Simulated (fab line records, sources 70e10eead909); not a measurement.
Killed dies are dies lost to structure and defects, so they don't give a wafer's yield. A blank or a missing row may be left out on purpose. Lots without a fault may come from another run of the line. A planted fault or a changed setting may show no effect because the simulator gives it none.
Which tool did it? | flow nand_harc | 6 lots, 16 wafers sampled, at 5 steps of a route of 1302

WHAT THE GAUGES READ, wafer by wafer
NHARC_END_SORT_01.
lot  | measured     | on        | killed_at_array
L144 | day 33 01:32 | prober-02 | 30 649

WHICH TOOL RAN EACH LOT (tool, then ch and the chambers of the sampled wafers, then the start)
lot  | NHARC_A_CHANNEL_HOLE_D1_DESCUM_15  | NHARC_A_CHANNEL_HOLE_D1_ETCH_25  | NHARC_A_CHANNEL_HOLE_D1_ETCH_44    | NHARC_A_CHANNEL_FILL_D1_ETCHBACK_19
L130 | rie_diel-07 ch 0,1,2, day 9 23:44  | har_etch-02 ch 0,1, day 10 07:07 | rie_diel-13 ch 0,2, day 10 08:40   | rie_si-03 ch 2,3, day 11 11:50
L131 | rie_diel-13 ch 2,3, day 11 01:23   | har_etch-02 ch 0,1, day 11 08:47 | rie_diel-07 ch 0,2, day 11 10:22   | rie_si-01 ch 1,3, day 12 11:29
L134 | rie_diel-07 ch 0,1,3, day 11 23:47 | har_etch-02 ch 0,1, day 12 03:51 | rie_diel-07 ch 0,1,3, day 12 05:39 | rie_si-03 ch 1,2,3, day 13 07:32
L138 | rie_diel-10 ch 0,2, day 13 06:56   | har_etch-01 ch 0,1, day 13 11:23 | rie_diel-13 ch 0,1,3, day 13 13:47 | rie_si-03 ch 0,3, day 14 18:56
L142 | rie_diel-07 ch 0,1, day 15 08:25   | har_etch-02 ch 0,1, day 15 15:26 | rie_diel-07 ch 0,3, day 15 17:09   | rie_si-03 ch 2, day 16 18:35
L144 | rie_diel-07 ch 1,2, day 15 23:20   | har_etch-01 ch 1, day 16 05:51   | rie_diel-07 ch 0,1, day 16 07:42   | rie_si-02 ch 2, day 17 10:59
- NHARC_A_CHANNEL_HOLE_D1_DESCUM_15: chemistry O2, time 3 s.
- NHARC_A_CHANNEL_HOLE_D1_ETCH_25: etches the open film in C4F8/O2/Ar, time 1040.2 s, target depth 1500 nm.
- NHARC_A_CHANNEL_HOLE_D1_ETCH_44: etches the open film in CF4/O2, target depth 140 nm, overetch 14 nm, time 77 s.
- NHARC_A_CHANNEL_FILL_D1_ETCHBACK_19: etches the open film in HBr/Cl2, target depth 5 nm, time 1.7 s.

THE ANSWER, worked out from the rows above alone
Rule: what is usual is taken from the lots themselves. Put in order of their means at a reading, lots are off if they are a third of the lots or fewer, leave a main group of 4 or more, and stand apart from it by a gap of 3 or more times the standard deviation of the main group's means; of several such gaps the widest counts. A main group whose means are all the same, to the digits that the tables above print for the reading, isn't used. A lot without any number at a reading at which 4 lots or more have one is off too. The other lots that the step has rows for count as sound.
No lot is off at any reading shown: from this, nothing can be told.

WHAT THE SIMULATOR HAD PUT IN
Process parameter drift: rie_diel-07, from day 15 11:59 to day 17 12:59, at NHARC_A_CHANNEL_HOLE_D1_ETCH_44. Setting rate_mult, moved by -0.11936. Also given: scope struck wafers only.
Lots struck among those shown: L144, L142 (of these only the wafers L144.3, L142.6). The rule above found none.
